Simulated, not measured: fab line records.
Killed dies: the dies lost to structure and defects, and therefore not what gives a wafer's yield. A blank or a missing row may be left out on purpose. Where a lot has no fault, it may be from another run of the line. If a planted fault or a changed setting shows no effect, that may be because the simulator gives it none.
fab line records	flow nand-harc	part 1 of 2: steps 1 to 4 of 6
[record] lots = 21	wafers = 63	last-day = 24
route steps=1159 shown A_STAIRCASE@632
lots untouched by any fault: they come from a run of this same line in which no faults occurred
start-h: start of the lot's first displayed wafer, in hours after the record's first day	wait-h: time in hours since the lot's previous step	" identical to the entry in the row above	L1.1+2: one row covering several wafers at once	- no value, or no start was given	* or withheld: withheld	< > ~ a bound
route shown NAME@n: names a module that has steps shown in the file, with the first one's number in the route	usual: mean/standard deviation taken from wafers without a fault	same: alike in all rows	chamber/n: place in a boat	sites: readings site by site	_std_site: how widely they spread, as a standard deviation	_edge_site: inner sites' mean taken away from outer sites' mean	radius-mm: for every site, how far away it sits from the centre of the wafer	mask NAME#n: copy n	behind: the last tool/chamber to shape the wafer	hold: reason for holding the lot/hours on hold/outcome of the hold	device: which transistor (n, p or np) failed to switch	end of line: the tests these same wafers got at the end of their route	step lacking rows: just its recipe	killed: dies that structure and defects cost at the first sort, which is not the same as the wafer's yield	map: dies across one wafer; x = killed, . = not, _ = none there
set.NAME: the setting the step ran with; set.NAME@STEP: the setting that earlier step ran with	model.NAME: the simulator's own value behind a step, which no gauge read
a sample of lots followed through the steps of the route, with each step as a table and each wafer as a row
services: a tool's chamber out of use, with start hour (start-h, from the record's first day; less than 0 if before it), hours out, and reason
[[steps]]
[step NHARC_A_STAIRCASE_STRIP_238]
[recipe] power-w = 1500	temp-c = 250	chemistry = O2
[usual] drypump-motor-current-A = 5.7/0.31	heater-power-w = 324/26	temp-c = 249.98/0.18
lot.wafer	tool	chamber	start-h	wait-h	drypump-motor-current-A	heater-power-w	rf-hours-counter-h	temp-c
L075.2	plasma-asher-01	1	244.50	0.1	5.7	352	47	250.02
L075.4	"	0	"	"	5.5	298	-	250.04
L075.5	"	1	"	"	5.7	351	-	249.79
L074.2	plasma-asher-01	0	245.57	0.1	5.5	292	47	250.18
L074.4	"	0	"	"	5.5	293	-	250.05
L074.5	"	0	"	"	5.5	296	-	249.78
L077.1	plasma-asher-02	0	261.23	0.1	5.3	334	22	249.99
L077.4	"	1	"	"	6.1	314	-	249.63
L077.6	"	1	"	"	6.1	311	-	250.02
L076.1	plasma-asher-01	1	263.95	0.1	5.7	358	52	250.13
L076.2	"	0	"	"	5.5	287	52	250.07
L076.5	"	0	"	"	5.5	294	-	249.93
L078.1	plasma-asher-01	0	269.24	0.1	5.5	296	55	249.96
L078.3	"	1	"	"	5.7	361	-	250.11
L078.5	"	0	"	"	5.5	300	-	249.78
L079.4	plasma-asher-02	0	278.75	0.8	5.3	343	-	250.14
L079.5	"	1	"	"	6.1	318	-	249.95
L079.6	"	0	"	"	5.3	345	-	250.16
L080.4	plasma-asher-02	0	281.58	0.7	5.3	340	-	249.91
L080.3	"	1	"	"	6.1	306	-	249.97
L080.5	"	0	"	"	5.3	348	-	250.07
L082.2	plasma-asher-02	0	292.04	0.1	5.3	333	38	249.82
L082.3	"	1	"	"	6.1	308	-	249.94
L082.5	"	0	"	"	5.3	348	-	249.93
L081.2	plasma-asher-01	0	294.98	0.1	5.5	280	3	249.96
L081.3	"	1	"	"	5.8	358	-	250.07
L081.5	"	0	"	"	5.5	282	-	250.02
L085.1	plasma-asher-01	0	302.27	0.1	5.5	282	5	250.17
L085.2	"	1	"	"	5.7	351	5	250.32
L085.6	"	1	"	"	5.7	349	-	250.40
L084.1	plasma-asher-02	0	304.57	0.1	5.3	326	43	250.05
L084.2	"	1	"	"	6.1	310	43	249.92
L084.3	"	1	"	"	6.1	313	-	249.93
L088.1	plasma-asher-02	0	323.33	0.1	5.3	339	48	249.94
L088.2	"	1	"	"	6.1	309	48	250.28
L088.4	"	1	"	"	6.1	320	-	250.05
L087.3	plasma-asher-01	0	329.67	0.2	5.5	286	-	250.10
L087.4	"	1	"	"	5.7	358	-	250.45
L087.5	"	1	"	"	5.7	360	-	250.26
L090.2	plasma-asher-02	1	337.14	0.1	6.1	310	52	250.02
L090.4	"	1	"	"	6.1	317	-	249.72
L090.3	"	0	"	"	5.3	355	-	249.69
L089.2	plasma-asher-01	1	337.17	0.1	5.8	355	15	249.84
L089.1	"	0	"	"	5.5	279	15	249.81
L089.5	"	0	"	"	5.5	281	-	250.18
L092.1	plasma-asher-02	0	350.75	0.1	5.3	347	58	249.95
L092.3	"	1	"	"	6.1	314	-	249.87
L092.5	"	1	"	"	6.1	313	-	249.97
L091.2	plasma-asher-02	1	352.07	0.1	6.1	324	58	250.01
L091.1	"	0	"	"	5.3	346	58	250.05
L091.6	"	0	"	"	5.3	337	-	249.94
L093.3	plasma-asher-02	1	356.99	0.2	6.1	315	-	249.97
L093.6	"	1	"	"	6.1	319	-	249.90
L093.5	"	0	"	"	5.3	344	-	250.00
L094.2	plasma-asher-02	0	380.63	0.1	5.3	338	4	249.72
L094.3	"	0	"	"	5.3	340	-	249.75
L094.4	"	1	"	"	6.1	317	-	249.76
L095.2	plasma-asher-01	1	386.65	0.1	5.8	347	34	250.13
L095.4	"	0	"	"	5.5	285	-	249.89
L095.5	"	1	"	"	5.7	357	-	250.08
L096.1	plasma-asher-02	0	388.11	0.1	5.3	343	6	250.08
L096.4	"	1	"	"	6.1	316	-	249.58
L096.3	"	0	"	"	5.3	341	-	250.02
[step NHARC_A_STAIRCASE_DESCUM_252]
[recipe] time-s = 3	o2-flow-sccm = 200	ar-flow-sccm = 0	bias-power-w = 0	chemistry = O2
[usual] drypump-motor-current-A = 5.8/0.48	mfc-ar-sccm = 0.003/0.0051	oes-product-au = 1.000/0.015	rf-vpp-V = 57.7/0.94	showerhead-plenum-p-Torr = 1.90/0.088	throttle-valve-pct = 11.312/0.0083
lot.wafer	tool	chamber	start-h	wait-h	drypump-motor-current-A	mfc-ar-sccm	oes-product-au	rf-hours-counter-h	rf-vpp-V	showerhead-plenum-p-Torr	throttle-valve-pct
L075.4	rie-diel-13	1	245.98	-	5.6	0.005	0.998	60	57.3	1.86	11.306
L075.2	"	2	"	"	5.4	0	1.029	57	58.8	2.01	11.308
L075.5	"	3	"	"	5.0	0	1.008	-	57.4	1.81	11.304
L074.4	rie-diel-13	0	247.06	-	5.3	0	1.048	59	56.9	1.76	11.303
L074.2	"	1	"	"	5.6	0.005	0.989	60	58.7	1.86	11.317
L074.5	"	2	"	"	5.4	0	1.017	-	56.0	2.01	11.317
L077.4	rie-diel-11	2	262.76	-	6.5	0	0.997	4	57.9	1.94	11.311
L077.1	"	0	"	"	6.1	0	0.999	29	58.7	1.94	11.303
L077.6	"	2	"	"	6.5	0	0.998	-	57.1	1.94	11.315
L076.2	rie-diel-11	2	265.34	-	6.5	0	0.986	4	55.9	1.94	11.319
L076.1	"	1	"	"	5.2	0	0.976	29	58.1	1.80	11.312
L076.5	"	3	"	"	5.9	0.002	1.004	-	57.7	1.89	11.311
L078.3	rie-diel-11	0	270.73	-	6.1	0	1.003	31	58.4	1.94	11.312
L078.1	"	1	"	"	5.2	0	0.968	31	56.2	1.80	11.301
L078.5	"	2	"	"	6.5	0	0.996	-	58.8	1.94	11.308
L079.4	rie-diel-11	3	280.20	-	5.9	0.002	0.991	33	58.3	1.89	11.319
L079.5	"	2	"	"	6.5	0	0.987	-	57.5	1.94	11.314
L079.6	"	3	"	"	5.9	0.002	0.999	-	56.8	1.89	11.324
L080.4	rie-diel-11	1	283.92	-	5.2	0	0.970	38	58.3	1.80	11.309
L080.3	"	2	"	"	6.5	0	0.995	11	57.5	1.94	11.300
L080.5	"	2	"	"	6.5	0	0.994	-	57.3	1.94	11.306
L082.2	rie-diel-10	0	293.50	-	6.3	0.018	0.997	17	59.0	2.03	11.323
L082.3	"	3	"	"	6.0	0	0.991	51	57.7	1.96	11.307
L082.5	"	1	"	"	6.3	0.009	0.992	-	57.1	1.76	11.308
L081.2	rie-diel-10	0	296.34	-	6.2	0.018	1.010	18	57.5	2.03	11.323
L081.3	"	1	"	"	6.3	0.009	1.005	53	56.9	1.76	11.320
L081.5	"	0	"	"	6.3	0.018	1.005	-	58.3	2.03	11.307
L085.2	rie-diel-13	1	303.82	-	5.6	0.005	0.992	6	56.1	1.86	11.305
L085.1	"	2	"	"	5.4	0	1.000	7	58.4	2.00	11.304
L085.6	"	0	"	"	5.2	0	1.029	-	57.1	2.07	11.330
L084.2	rie-diel-11	2	305.95	-	6.5	0	0.993	20	56.9	1.94	11.317
L084.1	"	0	"	"	6.1	0	0.990	45	57.9	1.93	11.315
L084.3	"	1	"	"	5.2	0	0.976	46	57.4	1.79	11.304
L088.2	rie-diel-10	2	324.86	-	5.5	0.006	0.999	60	57.5	1.85	11.297
L088.1	"	0	"	"	6.2	0.018	1.001	28	59.2	2.02	11.317
L088.4	"	1	"	"	6.3	0.009	1.002	61	56.2	1.76	11.312
L087.3	rie-diel-10	1	331.14	-	6.3	0.009	0.997	63	57.3	1.76	11.307
L087.4	"	2	"	"	5.6	0.006	0.992	62	56.3	1.85	11.318
L087.5	"	0	"	"	6.3	0.018	1.001	-	58.7	2.02	11.308
L090.3	rie-diel-10	0	338.54	-	6.3	0.018	0.987	31	58.8	2.02	11.309
L090.2	"	3	"	"	6.0	0	1.000	67	57.7	1.96	11.329
L090.4	"	3	"	"	6.0	0	0.986	-	57.4	1.96	11.316
L089.2	rie-diel-10	3	338.71	-	6.0	0	0.981	67	59.4	1.96	11.318
L089.1	"	0	"	"	6.3	0.018	0.999	31	58.6	2.02	11.329
L089.5	"	3	"	"	6.0	0	0.993	-	58.8	1.96	11.308
L092.1	rie-diel-13	0	352.27	-	5.3	0	1.011	27	58.3	2.07	11.309
L092.3	"	2	"	"	5.4	0	0.991	26	58.0	2.00	11.314
L092.5	"	0	"	"	5.3	0	1.016	-	58.2	2.07	11.301
L091.1	rie-diel-11	0	353.56	-	6.1	0	1.001	62	57.6	1.93	11.311
L091.2	"	1	"	"	5.2	0	0.986	64	57.0	1.79	11.323
L091.6	"	1	"	"	5.2	0	0.988	-	56.8	1.79	11.327
L093.3	rie-diel-11	2	359.14	-	6.5	0	0.987	41	56.5	1.93	11.312
L093.6	"	2	"	"	6.5	0	0.989	-	57.9	1.93	11.309
L093.5	"	3	"	"	5.9	0.002	1.002	-	58.1	1.88	11.312
L094.3	rie-diel-11	0	382.21	-	6.1	0	0.996	2	57.3	1.92	11.292
L094.2	"	2	"	"	6.5	0	0.994	3	57.4	1.93	11.312
L094.4	"	3	"	"	5.9	0.002	0.999	3	57.2	1.88	11.318
L095.2	rie-diel-13	0	388.16	-	5.2	0	1.029	39	59.2	2.06	11.306
L095.4	"	2	"	"	5.4	0	0.992	41	58.3	1.99	11.317
L095.5	"	0	"	"	5.2	0	1.023	-	59.4	2.06	11.303
L096.3	rie-diel-10	3	389.54	-	6.0	0	1.025	6	58.9	1.95	11.307
L096.1	"	0	"	"	6.3	0.018	1.007	11	57.5	2.02	11.326
L096.4	"	1	"	"	6.3	0.009	0.988	10	58.5	2.07	11.305
[step NHARC_A_STAIRCASE_ETCH_253]
[recipe] target-depth-a = 500	time-s = 20.2	ion-energy-ev = 400	c4f8-flow-sccm = 20	o2-flow-sccm = 10	ar-flow-sccm = withheld	rf-w = 600	bias-w = 1000	chemistry = C4F8/O2
[usual] oes-product-au = 0.954/0.022	rf-vpp-V = 895/5.4
lot.wafer	tool	chamber	start-h	wait-h	oes-product-au	rf-hours-counter-h	rf-vpp-V
L075.4	rie-diel-13	2	246.05	0.1	0.989	57	902
L075.2	"	3	"	"	0.970	52	889
L075.5	"	2	"	"	0.994	-	902
L074.4	rie-diel-13	1	247.13	0.1	0.954	60	895
L074.2	"	0	"	"	0.990	59	886
L074.5	"	1	"	"	0.955	-	894
L077.4	rie-diel-11	1	262.86	0.1	0.933	29	889
L077.1	"	2	"	"	0.945	4	897
L077.6	"	3	"	"	0.956	-	895
L076.1	rie-diel-11	0	265.43	0.1	0.979	29	897
L076.2	"	2	"	"	0.949	4	899
L076.5	"	0	"	"	0.969	-	896
L078.3	rie-diel-11	1	270.80	0.1	0.955	31	889
L078.1	"	3	"	"	0.963	30	893
L078.5	"	1	"	"	0.952	-	889
L079.4	rie-diel-11	2	280.31	0.1	0.940	9	896
L079.6	"	0	"	"	0.953	-	898
L079.5	"	1	"	"	0.930	-	889
L080.4	rie-diel-11	1	284.16	0.2	0.905	38	890
L080.3	"	0	"	"	0.935	37	897
L080.5	"	2	"	"	0.916	-	898
L082.3	rie-diel-10	2	293.59	0.1	0.954	48	893
L082.2	"	0	"	"	0.960	17	903
L082.5	"	2	"	"	0.957	-	893
L081.3	rie-diel-10	3	296.42	0.1	0.936	53	899
L081.2	"	1	"	"	0.923	53	886
L081.5	"	3	"	"	0.921	-	900
L085.1	rie-diel-13	3	303.91	0.1	0.987	7	888
L085.2	"	0	"	"	0.986	7	905
L085.6	"	3	"	"	0.989	-	888
L084.2	rie-diel-11	3	306.04	0.1	0.946	44	894
L084.3	"	0	"	"	0.959	45	897
L084.1	"	2	"	"	0.934	20	897
L088.2	rie-diel-10	1	324.95	0.1	0.979	61	886
L088.1	"	3	"	"	0.945	63	898
L088.4	"	0	"	"	0.975	28	902
L087.4	rie-diel-10	3	331.22	0.1	0.916	65	900
L087.3	"	2	"	"	0.938	62	893
L087.5	"	3	"	"	0.930	-	898
L090.3	rie-diel-10	2	338.65	0.1	0.935	64	893
L090.2	"	3	"	"	0.921	67	900
L090.4	"	3	"	"	0.928	-	898
L089.2	rie-diel-10	3	338.82	0.1	0.915	67	898
L089.1	"	0	"	"	0.922	31	902
L089.5	"	0	"	"	0.915	-	901
L092.3	rie-diel-13	0	352.36	0.1	0.985	27	905
L092.1	"	1	"	"	0.965	27	891
L092.5	"	2	"	"	0.962	-	902
L091.1	rie-diel-11	0	353.65	0.1	0.963	62	897
L091.2	"	1	"	"	0.938	64	888
L091.6	"	3	"	"	0.980	-	893
L093.3	rie-diel-11	2	359.24	0.1	0.938	41	897
L093.5	"	0	"	"	0.959	-	895
L093.6	"	2	"	"	0.937	-	896
L094.3	rie-diel-11	0	382.37	0.2	0.917	2	896
L094.4	"	2	"	"	0.935	4	897
L094.2	"	3	"	"	0.924	3	895
L095.2	rie-diel-13	2	388.25	0.1	0.960	41	902
L095.4	"	3	"	"	0.990	38	889
L095.5	"	3	"	"	0.999	-	888
L096.1	rie-diel-10	3	389.62	0.1	0.979	6	899
L096.4	"	0	"	"	0.977	11	901
L096.3	"	1	"	"	0.961	10	905
[step NHARC_A_STAIRCASE_ETCH_313]
[recipe] cf4-flow-sccm = 100	chf3-flow-sccm = 30	ar-flow-sccm = 0	rf-w = 500	bias-w = 200	chemistry = CF4/CHF3
[usual] drypump-motor-current-A = 5.8/0.45	mfc-ar-sccm = 0.004/0.0054	oes-product-au = 0.935/0.022	rf-vpp-V = 370.7/2.6	showerhead-plenum-p-Torr = 1.57/0.073	throttle-valve-pct = 16.803/0.0085
lot.wafer	tool	chamber	start-h	wait-h	drypump-motor-current-A	mfc-ar-sccm	oes-product-au	rf-hours-counter-h	rf-vpp-V	showerhead-plenum-p-Torr	throttle-valve-pct
L075.2	rie-diel-10	2	255.56	0.1	5.6	0.006	0.924	32	370.1	1.53	16.795
L075.4	"	2	"	"	5.5	0.006	0.923	-	370.0	1.53	16.800
L075.5	"	3	"	"	6.0	0	0.914	-	373.3	1.62	16.799
L074.4	rie-diel-13	1	258.70	0.2	5.5	0.005	0.915	65	368.5	1.53	16.794
L074.2	"	2	"	"	5.4	0	0.934	63	373.7	1.65	16.813
L074.5	"	3	"	"	4.9	0	0.936	-	367.4	1.49	16.789
L077.1	rie-diel-11	1	273.19	0.1	5.2	0	0.899	31	367.2	1.48	16.795
L077.4	"	2	"	"	6.5	0	0.920	6	372.6	1.60	16.794
L077.6	"	3	"	"	5.9	0.002	0.924	-	369.8	1.56	16.803
L076.2	rie-diel-11	2	276.51	0.1	6.5	0	0.920	7	370.2	1.59	16.805
L076.1	"	3	"	"	5.9	0.002	0.937	31	370.5	1.56	16.820
L076.5	"	2	"	"	6.5	0	0.917	-	373.2	1.60	16.822
L078.1	rie-diel-11	3	284.18	0.2	5.9	0.002	0.928	35	370.4	1.55	16.792
L078.3	"	1	"	"	5.2	0	0.910	38	368.2	1.48	16.819
L078.5	"	0	"	"	6.0	0	0.935	-	370.2	1.59	16.810
L079.4	rie-diel-10	3	290.43	0.1	6.0	0	0.922	50	372.6	1.61	16.789
L079.5	"	2	"	"	5.5	0.006	0.928	-	370.5	1.52	16.812
L079.6	"	3	"	"	6.0	0	0.926	-	372.2	1.61	16.801
L080.4	rie-diel-10	2	293.08	0.1	5.6	0.006	0.932	48	367.2	1.52	16.809
L080.3	"	3	"	"	6.0	0	0.921	51	370.9	1.61	16.816
L080.5	"	2	"	"	5.6	0.006	0.931	-	368.2	1.52	16.793
L082.3	rie-diel-11	0	306.51	0.1	6.1	0	0.922	45	372.3	1.59	16.794
L082.2	"	1	"	"	5.2	0	0.902	46	366.9	1.48	16.815
L082.5	"	3	"	"	5.9	0.002	0.927	-	369.5	1.55	16.814
L081.3	rie-diel-11	3	314.69	0.1	5.9	0.002	0.927	46	370.1	1.55	16.809
L081.2	"	2	"	"	6.5	0	0.919	22	371.2	1.59	16.800
L081.5	"	3	"	"	5.9	0.002	0.935	-	370.2	1.55	16.807
L085.2	rie-diel-13	3	316.64	0.1	5.0	0	0.943	11	366.8	1.48	16.807
L085.1	"	0	"	"	5.3	0	0.952	10	374.3	1.70	16.806
L085.6	"	3	"	"	5.0	0	0.942	-	367.3	1.48	16.786
L084.2	rie-diel-10	0	321.19	0.1	6.3	0.018	0.935	27	373.7	1.66	16.804
L084.1	"	2	"	"	5.6	0.006	0.922	59	368.7	1.52	16.786
L084.3	"	3	"	"	6.0	0	0.915	62	371.7	1.61	16.797
L088.2	rie-diel-11	1	335.60	0.2	5.2	0	0.911	57	367.2	1.48	16.803
L088.1	"	2	"	"	6.5	0	0.933	31	371.5	1.59	16.806
L088.4	"	3	"	"	5.9	0.002	0.939	54	370.8	1.55	16.795
L087.4	rie-diel-11	2	340.64	0.1	6.5	0	0.976	33	371.6	1.59	16.816
L087.3	"	1	"	"	5.2	0	0.939	60	368.3	1.48	16.824
L087.5	"	3	"	"	5.9	0.002	0.990	-	370.5	1.55	16.797
L090.2	rie-diel-10	0	348.15	0.1	6.3	0.018	0.952	34	373.5	1.66	16.804
L090.3	"	1	"	"	6.3	0.009	0.928	65	372.9	1.70	16.814
L090.4	"	0	"	"	6.3	0.018	0.957	-	373.2	1.66	16.814
L089.2	rie-diel-13	2	350.21	0.1	5.4	0	0.911	25	374.3	1.64	16.818
L089.1	"	3	"	"	4.9	0	0.935	25	367.4	1.48	16.808
L089.5	"	1	"	"	5.6	0.005	0.905	-	369.4	1.53	16.797
L092.1	rie-diel-10	0	369.88	0.1	6.3	0.018	0.954	2	373.8	1.66	16.809
L092.3	"	1	"	"	6.3	0.009	0.977	2	373.9	1.70	16.808
L092.5	"	1	"	"	6.3	0.009	0.964	-	374.4	1.70	16.793
L091.1	rie-diel-10	2	371.69	0.1	5.6	0.006	0.983	1	368.0	1.52	16.809
L091.2	"	0	"	"	6.2	0.018	0.951	2	374.0	1.66	16.800
L091.6	"	2	"	"	5.5	0.006	0.998	-	369.4	1.52	16.792
L093.3	rie-diel-13	0	374.08	0.1	5.3	0	0.944	33	372.7	1.69	16.815
L093.5	"	0	"	"	5.3	0	0.936	-	374.2	1.69	16.801
L093.6	"	1	"	"	5.6	0.005	0.919	-	369.1	1.52	16.803
L094.4	rie-diel-10	1	391.62	0.5	6.3	0.009	0.930	11	374.9	1.70	16.795
L094.2	"	2	"	"	5.6	0.006	0.945	10	369.5	1.52	16.802
L094.3	"	3	"	"	6.0	0	0.944	6	372.5	1.60	16.788
L095.4	rie-diel-11	3	398.89	0.1	5.9	0.002	0.922	10	370.9	1.54	16.806
L095.2	"	2	"	"	6.5	0	0.926	10	371.5	1.58	16.804
L095.5	"	0	"	"	6.0	0	0.910	-	369.7	1.58	16.805
L096.3	rie-diel-13	1	400.35	0.1	5.6	0.005	0.927	47	367.4	1.52	16.799
L096.4	"	2	"	"	5.4	0	0.914	47	373.7	1.63	16.803
L096.1	"	0	"	"	5.2	0	0.945	43	373.5	1.69	16.803
